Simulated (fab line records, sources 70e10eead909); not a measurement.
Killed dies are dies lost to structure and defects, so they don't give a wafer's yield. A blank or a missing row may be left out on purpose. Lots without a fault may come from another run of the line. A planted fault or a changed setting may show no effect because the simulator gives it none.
Which tool did it? | flow nand_harc | 24 lots, 72 wafers sampled, at 6 steps of a route of 1302

WHAT THE GAUGES READ, wafer by wafer
NHARC_P_M2_INSPECT_27. Usual: raw_defect_count 361, standard deviation 130.
lot  | measured     | on                | raw_defect_count | flag
L074 | day 6 08:17  | defect_inspect-02 | 403 309 284      |
L075 | day 6 23:19  | defect_inspect-02 | 475 274 244      |
L076 | day 7 03:59  | defect_inspect-01 | 322 278 179      |
L077 | day 7 17:39  | defect_inspect-02 | 319 413 339      |
L078 | day 8 09:04  | defect_inspect-02 | 428 315 376      |
L080 | day 8 21:34  | defect_inspect-02 | 669 510 324      |
L079 | day 8 22:47  | defect_inspect-02 | 409 377 224      |
L081 | day 9 09:10  | defect_inspect-01 | 527 229 492      |
L082 | day 10 02:28 | defect_inspect-02 | 475 463 271      |
L083 | day 10 09:49 | defect_inspect-01 | 247 346 350      |
L084 | day 10 20:37 | defect_inspect-01 | 605 346 251      |
L085 | day 11 14:22 | defect_inspect-02 | 546 369 263      |
L086 | day 11 15:53 | defect_inspect-01 | 347 400 225      |
L087 | day 11 20:46 | defect_inspect-02 | 587 324 321      |
L089 | day 12 14:01 | defect_inspect-02 | 384 362 298      |
L088 | day 12 16:37 | defect_inspect-01 | 295 513 377      |
L090 | day 13 07:01 | defect_inspect-01 | 247 588 280      |
L091 | day 13 14:08 | defect_inspect-02 | 308 253 165      |
L092 | day 14 02:41 | defect_inspect-02 | 370 452 378      |
L093 | day 14 06:23 | defect_inspect-02 | 601 457 464      |
L094 | day 15 00:02 | defect_inspect-02 | 523 522 372      |
L095 | day 15 00:42 | defect_inspect-02 | 486 267 271      |
L096 | day 15 15:36 | defect_inspect-01 | 272 194 291      |
L097 | day 15 23:34 | defect_inspect-02 | 380 306 217      |

NHARC_P_BONDPAD_THK_MEAS_33: measures by ellipsometry. Usual: thk_nm 199.4 nm, standard deviation 1.6.
lot  | measured     | on            | thk_nm (nm)       | flag
L074 | day 6 09:31  | film_metro-02 | 199.1 202.4 200.8 |
L075 | day 7 00:31  | film_metro-01 | 201.3 197.8 199.8 |
L076 | day 7 05:13  | film_metro-02 | 196.5 198.4 197.1 |
L077 | day 7 18:52  | film_metro-01 | 200.3 199.6 200.4 |
L078 | day 8 10:16  | film_metro-02 | 200.6 200.8 202.3 |
L080 | day 8 22:46  | film_metro-02 | 200.4 198.6 201.2 |
L079 | day 8 23:59  | film_metro-01 | 202.0 201.4 202.6 |
L081 | day 9 10:22  | film_metro-02 | 197.5 200.3 196.7 |
L082 | day 10 03:41 | film_metro-01 | 198.6 201.4 201.2 |
L083 | day 10 11:02 | film_metro-01 | 199.1 198.6 197.9 |
L084 | day 10 22:07 | film_metro-02 | 199.0 196.7 196.3 |
L085 | day 11 15:36 | film_metro-02 | 198.8 199.1 199.4 |
L086 | day 11 17:06 | film_metro-02 | 199.0 199.1 199.9 |
L087 | day 11 22:01 | film_metro-02 | 198.9 200.0 200.0 |
L089 | day 12 15:30 | film_metro-01 | 198.5 197.2 201.1 |
L088 | day 12 17:50 | film_metro-01 | 199.8 196.0 198.2 |
L090 | day 13 08:14 | film_metro-01 | 199.1 196.3 197.3 |
L091 | day 13 15:28 | film_metro-02 | 197.9 203.4 197.4 |
L092 | day 14 03:52 | film_metro-01 | 200.1 201.4 202.4 |
L093 | day 14 07:37 | film_metro-01 | 201.4 199.8 200.5 |
L094 | day 15 01:35 | film_metro-02 | 197.3 199.9 198.2 |
L095 | day 15 01:53 | film_metro-02 | 201.1 198.4 198.0 |
L096 | day 15 16:47 | film_metro-02 | 199.3 200.2 199.1 |
L097 | day 16 00:53 | film_metro-02 | 199.8 197.5 197.6 |

NHARC_P_BONDPAD_OVL_MEAS_38. Usual: overlay_x_nm -1 nm, standard deviation 4.8; overlay_y_nm 1 nm, standard deviation 6.9.
lot  | measured     | on         | overlay_x_nm (nm) | overlay_y_nm (nm) | flag
L074 | day 6 10:10  | overlay-02 | 1 1 1             | 7 6 6             |
L075 | day 7 01:04  | overlay-02 | 6 6 6             | -3 -3 -3          |
L076 | day 7 05:52  | overlay-02 | -2 -2 -3          | 2 2 2             |
L077 | day 7 19:31  | overlay-01 | -5 -5 -5          | -3 -3 -3          |
L078 | day 8 10:55  | overlay-01 | 4 4 3             | -8 -8 -7          |
L080 | day 8 23:25  | overlay-01 | -5 -5 -6          | 1 1 1             |
L079 | day 9 00:38  | overlay-02 | 4 5 4             | -4 -3 -4          |
L081 | day 9 11:03  | overlay-01 | 11 11 11          | -2 -1 -2          |
L082 | day 10 04:20 | overlay-02 | -1 -2 -2          | 11 11 11          |
L083 | day 10 11:43 | overlay-01 | 0 0 0             | -6 -6 -5          |
L084 | day 10 22:46 | overlay-01 | -2 -2 -2          | -1 -1 -1          |
L085 | day 11 16:15 | overlay-02 | -3 -3 -3          | 3 3 3             |
L086 | day 11 17:45 | overlay-01 | -1 -1 -1          | 16 15 16          |
L087 | day 11 22:40 | overlay-01 | -6 -6 -6          | 10 10 11          |
L089 | day 12 16:09 | overlay-02 | -13 -13 -13       | -14 -14 -14       |
L088 | day 12 18:23 | overlay-01 | 5 5 5             | 1 1 1             |
L090 | day 13 08:53 | overlay-01 | 0 0 0             | -8 -8 -7          |
L091 | day 13 16:07 | overlay-01 | 0 1 1             | 1 0 1             |
L092 | day 14 04:31 | overlay-01 | -7 -6 -6          | 5 5 4             |
L093 | day 14 08:16 | overlay-01 | 0 0 0             | 0 0 0             |
L094 | day 15 02:14 | overlay-02 | -3 -3 -3          | 15 15 15          |
L095 | day 15 02:32 | overlay-02 | 3 3 3             | -3 -3 -4          |
L096 | day 15 17:20 | overlay-01 | 3 3 3             | 1 1 1             |
L097 | day 16 01:32 | overlay-01 | -5 -4 -5          | -5 -5 -5          |

NHARC_A_ONON_D1_THK_MEAS_30: measures by ellipsometry. Usual: thk_nm 1000 nm, standard deviation 8.8.
lot  | measured     | on            | thk_nm (nm)    | flag
L074 | day 8 00:58  | film_metro-02 | 998 997 997    |
L075 | day 8 15:11  | film_metro-01 | 995 997 996    |
L076 | day 9 00:39  | film_metro-02 | 990 990 987    |
L077 | day 9 09:52  | film_metro-01 | 996 995 995    |
L078 | day 10 03:23 | film_metro-01 | 988 988 988    |
L080 | day 10 16:45 | film_metro-01 | 1023 1023 1021 |
L079 | day 10 16:53 | film_metro-02 | 1006 1005 1006 |
L081 | day 11 02:37 | film_metro-02 | 1015 1014 1013 |
L082 | day 11 19:15 | film_metro-01 | 1011 1010 1013 |
L083 | day 12 04:07 | film_metro-02 | 1015 1013 1014 |
L084 | day 12 13:56 | film_metro-01 | 990 991 989    |
L085 | day 13 06:23 | film_metro-02 | 987 989 987    |
L086 | day 13 06:22 | film_metro-01 | 990 991 993    |
L087 | day 13 16:51 | film_metro-02 | 999 999 997    |
L089 | day 14 12:16 | film_metro-02 | 1005 1003 1004 |
L088 | day 14 12:08 | film_metro-01 | 1008 1009 1006 |
L090 | day 14 23:59 | film_metro-02 | 1010 1008 1011 |
L091 | day 15 09:23 | film_metro-02 | 997 1000 999   |
L092 | day 15 19:08 | film_metro-02 | 999 997 999    |
L093 | day 15 22:55 | film_metro-02 | 1000 1002 999  |
L094 | day 16 23:50 | film_metro-01 | 995 998 996    |
L095 | day 16 23:50 | film_metro-01 | 1000 1000 998  |
L096 | day 17 21:19 | film_metro-02 | 1001 998 1001  |
L097 | day 17 21:19 | film_metro-01 | 997 997 998    |

WHICH TOOL RAN EACH LOT (tool, then ch and the chambers of the sampled wafers, then the start)
lot  | NHARC_P_M2_ETCH_35                 | NHARC_P_M2_PRE_CLEAN_30
L074 | rie_diel-05 ch 0,1,3, day 6 05:43  | pvd_sputter-02, day 6 08:17 or earlier
L075 | rie_diel-09 ch 0,1,3, day 6 20:49  | pvd_sputter-01, day 6 23:19 or earlier
L076 | rie_diel-05 ch 1,2,3, day 7 01:18  | pvd_sputter-01, day 7 03:59 or earlier
L077 | rie_diel-09 ch 0,3, day 7 15:11    | pvd_sputter-03, day 7 17:39 or earlier
L078 | rie_diel-11 ch 0,1,2, day 8 06:35  | pvd_sputter-02, day 8 09:04 or earlier
L080 | rie_diel-09 ch 0,2,3, day 8 19:04  | pvd_sputter-02, day 8 21:34 or earlier
L079 | rie_diel-09 ch 0,1,2, day 8 20:17  | pvd_sputter-01, day 8 22:47 or earlier
L081 | rie_diel-09 ch 2,3, day 9 06:36    | pvd_sputter-02, day 9 09:10 or earlier
L082 | rie_diel-05 ch 0,3, day 9 23:56    | pvd_sputter-02, day 10 02:28 or earlier
L083 | rie_diel-05 ch 1,3, day 10 07:15   | pvd_sputter-02, day 10 09:49 or earlier
L084 | rie_diel-09 ch 2,3, day 10 18:01   | pvd_sputter-03, day 10 20:37 or earlier
L085 | rie_diel-11 ch 0,3, day 11 11:53   | pvd_sputter-02, day 11 14:22 or earlier
L086 | rie_diel-11 ch 0,2,3, day 11 13:22 | pvd_sputter-01, day 11 15:53 or earlier
L087 | rie_diel-05 ch 1,2, day 11 18:17   | pvd_sputter-01, day 11 20:46 or earlier
L089 | rie_diel-09 ch 0,1,3, day 12 11:25 | pvd_sputter-01, day 12 14:01 or earlier
L088 | rie_diel-11 ch 0,1, day 12 13:54   | pvd_sputter-02, day 12 16:37 or earlier
L090 | rie_diel-05 ch 0,1,3, day 13 04:29 | pvd_sputter-03, day 13 07:01 or earlier
L091 | rie_diel-09 ch 0,1, day 13 11:31   | pvd_sputter-02, day 13 14:08 or earlier
L092 | rie_diel-05 ch 0,2,3, day 13 23:32 | pvd_sputter-02, day 14 02:41 or earlier
L093 | rie_diel-09 ch 0,1,2, day 14 03:54 | pvd_sputter-01, day 14 06:23 or earlier
L094 | rie_diel-11 ch 0,1,3, day 14 21:34 | pvd_sputter-03, day 15 00:02 or earlier
L095 | rie_diel-05 ch 0,1,2, day 14 22:13 | pvd_sputter-02, day 15 00:42 or earlier
L096 | rie_diel-11 ch 0,1,3, day 15 12:58 | pvd_sputter-01, day 15 15:36 or earlier
L097 | rie_diel-05 ch 1,2,3, day 15 21:03 | pvd_sputter-02, day 15 23:34 or earlier
- NHARC_P_M2_ETCH_35: etches the open film in N2/H2, target depth 40 nm, overetch 12 nm, time 43.94 s.
- NHARC_P_M2_PRE_CLEAN_30: time 30 s.

WHAT THE TOOLS THEMSELVES READ (means of the sampled wafers that have a number; where no wafer has one, the mark that the record gives instead)
NHARC_P_M2_ETCH_35. Usual: drypump_motor_current_A 5.7 A, standard deviation 0.48; oes_product_au 0.998 a.u., standard deviation 0.0072; rf_vpp_V 430.7 V, standard deviation 2; showerhead_plenum_p_Torr 2.05 Torr, standard deviation 0.069; throttle_valve_pct 14.172 %, standard deviation 0.0097.
lot  | tool        | drypump_motor_current_A (A) | oes_product_au (a.u.) | rf_vpp_V (V) | showerhead_plenum_p_Torr (Torr) | throttle_valve_pct (%) | flag
L074 | rie_diel-05 | 5.7                         | 0.998                 | 430.0        | 2.01                            | 14.170                 |
L075 | rie_diel-09 | 5.7                         | 0.991                 | 430.6        | 2.06                            | 14.165                 |
L076 | rie_diel-05 | 5.8                         | 0.997                 | 428.6        | 1.98                            | 14.167                 |
L077 | rie_diel-09 | 5.9                         | 1.005                 | 431.2        | 2.07                            | 14.172                 |
L078 | rie_diel-11 | 5.9                         | 0.997                 | 433.4        | 2.12                            | 14.171                 |
L080 | rie_diel-09 | 5.9                         | 0.993                 | 432.7        | 2.09                            | 14.175                 |
L079 | rie_diel-09 | 5.8                         | 0.986                 | 431.6        | 2.09                            | 14.171                 |
L081 | rie_diel-09 | 6.0                         | 1.000                 | 431.7        | 2.07                            | 14.164                 |
L082 | rie_diel-05 | 5.5                         | 1.006                 | 430.9        | 2.05                            | 14.183                 |
L083 | rie_diel-05 | 6.0                         | 0.997                 | 429.6        | 2.00                            | 14.173                 |
L084 | rie_diel-09 | 5.9                         | 1.002                 | 431.5        | 2.04                            | 14.170                 |
L085 | rie_diel-11 | 5.2                         | 0.993                 | 429.9        | 2.03                            | 14.176                 |
L086 | rie_diel-11 | 5.5                         | 1.001                 | 430.4        | 2.06                            | 14.168                 |
L087 | rie_diel-05 | 6.1                         | 1.004                 | 427.5        | 1.93                            | 14.182                 |
L089 | rie_diel-09 | 5.7                         | 1.000                 | 430.5        | 2.06                            | 14.168                 |
L088 | rie_diel-11 | 6.1                         | 0.998                 | 433.4        | 2.13                            | 14.175                 |
L090 | rie_diel-05 | 5.7                         | 0.999                 | 430.0        | 2.00                            | 14.173                 |
L091 | rie_diel-09 | 5.5                         | 0.998                 | 430.8        | 2.05                            | 14.177                 |
L092 | rie_diel-05 | 5.3                         | 1.003                 | 430.3        | 2.02                            | 14.173                 |
L093 | rie_diel-09 | 5.8                         | 0.999                 | 430.8        | 2.08                            | 14.175                 |
L094 | rie_diel-11 | 5.6                         | 0.995                 | 430.8        | 2.08                            | 14.168                 |
L095 | rie_diel-05 | 5.6                         | 0.996                 | 429.3        | 1.98                            | 14.169                 |
L096 | rie_diel-11 | 5.6                         | 0.993                 | 431.0        | 2.08                            | 14.176                 |
L097 | rie_diel-05 | 5.8                         | 1.004                 | 429.3        | 1.97                            | 14.169                 |

NHARC_P_M2_PRE_CLEAN_30. Usual: heater_power_w 416 W, standard deviation 36.
lot  | tool           | heater_power_w (W) | flag
L074 | pvd_sputter-02 | 426                |
L075 | pvd_sputter-01 | 425                |
L076 | pvd_sputter-01 | 435                |
L077 | pvd_sputter-03 | 408                |
L078 | pvd_sputter-02 | 425                |
L080 | pvd_sputter-02 | 419                |
L079 | pvd_sputter-01 | 425                |
L081 | pvd_sputter-02 | 428                |
L082 | pvd_sputter-02 | 438                |
L083 | pvd_sputter-02 | 426                |
L084 | pvd_sputter-03 | 399                |
L085 | pvd_sputter-02 | 429                |
L086 | pvd_sputter-01 | 372                |
L087 | pvd_sputter-01 | 455                |
L089 | pvd_sputter-01 | 387                |
L088 | pvd_sputter-02 | 430                |
L090 | pvd_sputter-03 | 384                |
L091 | pvd_sputter-02 | 438                |
L092 | pvd_sputter-02 | 422                |
L093 | pvd_sputter-01 | 424                |
L094 | pvd_sputter-03 | 384                |
L095 | pvd_sputter-02 | 445                |
L096 | pvd_sputter-01 | 423                |
L097 | pvd_sputter-02 | 427                |

THE ANSWER, worked out from the rows above alone
Rule: a lot is off if the mean of its wafers that have a number lies more than 3 standard deviations from the usual mean. A lot without any number at a reading at which 4 lots or more have one is off too. The other lots that the step has rows for count as sound. The gauges are gone through in route order, then the tools' own readings, and for those a lot's mean is taken as printed above. The first step at which some lot is off is used, and at that step the reading that is off furthest; a lot without a number counts as furthest.
No lot is off at any reading shown: from this, nothing can be told.

WHAT THE SIMULATOR HAD PUT IN
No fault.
